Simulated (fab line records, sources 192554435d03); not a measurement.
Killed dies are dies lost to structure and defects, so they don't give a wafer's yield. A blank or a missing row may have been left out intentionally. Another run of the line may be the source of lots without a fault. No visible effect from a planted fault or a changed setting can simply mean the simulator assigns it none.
Matching of chambers | flow n5_finfet | 4 sister chambers for N5_BEOL_M4_DESCUM_16 on rie_diel-06
The step chemistry O2, time 7 s. 8 wafers are shown with their chamber, then 9 later ones without.

== WAFERS PAIRED WITH THEIR CHAMBERS ==
wafer  | chamber | throttle_valve_pct (%) | drypump_motor_current_A (A)
L082.4 | 0       | 20.40                  | 5.55
L082.5 | 0       | 20.41                  | 5.58
L082.6 | 3       | 19.75                  | 5.26
L085.2 | 2       | 20.03                  | 5.73
L085.6 | 1       | 20.25                  | 5.60
L086.2 | 1       | 20.24                  | 5.60
L086.3 | 3       | 19.75                  | 5.26
L086.4 | 2       | 20.01                  | 5.73

== WAFERS WITHOUT THEIR CHAMBER ==
wafer  | throttle_valve_pct (%) | drypump_motor_current_A (A)
L087.1 | 19.78                  | 5.26
L087.2 | 20.02                  | 5.76
L087.6 | 19.77                  | 5.26
L092.4 | 20.03                  | 5.75
L092.5 | 20.01                  | 5.75
L092.6 | 20.27                  | 5.60
L090.2 | 20.03                  | 5.74
L090.3 | 20.28                  | 5.62
L090.4 | 20.45                  | 5.61

== EACH ONE'S CHAMBER ==
wafer  | from the rows above | in truth
L087.1 | 3                   | 3
L087.2 | 2                   | 2
L087.6 | 3                   | 3
L092.4 | 2                   | 2
L092.5 | 2                   | 2
L092.6 | 1                   | 1
L090.2 | 2                   | 2
L090.3 | 1                   | 1
L090.4 | 0                   | 0
Correctly placed: 9 of 9. Not placeable from these rows: 0. Number placed wrongly: 0.
How it was worked out, from the rows above alone: a wafer's distance from a chamber is the root of the sum, over the readings, of the square of ((its reading less the chamber's mean) divided by the reading's scatter). If the next closest chamber is less than 2 further off than the closest, the wafer can't be placed; otherwise it belongs to the closest. Each chamber's mean is taken over the wafers shown for it. The scatter is the square root of a quotient: the sum, over the shown wafers, of each reading's squared deviation from its chamber's mean, divided by wafers minus chambers.
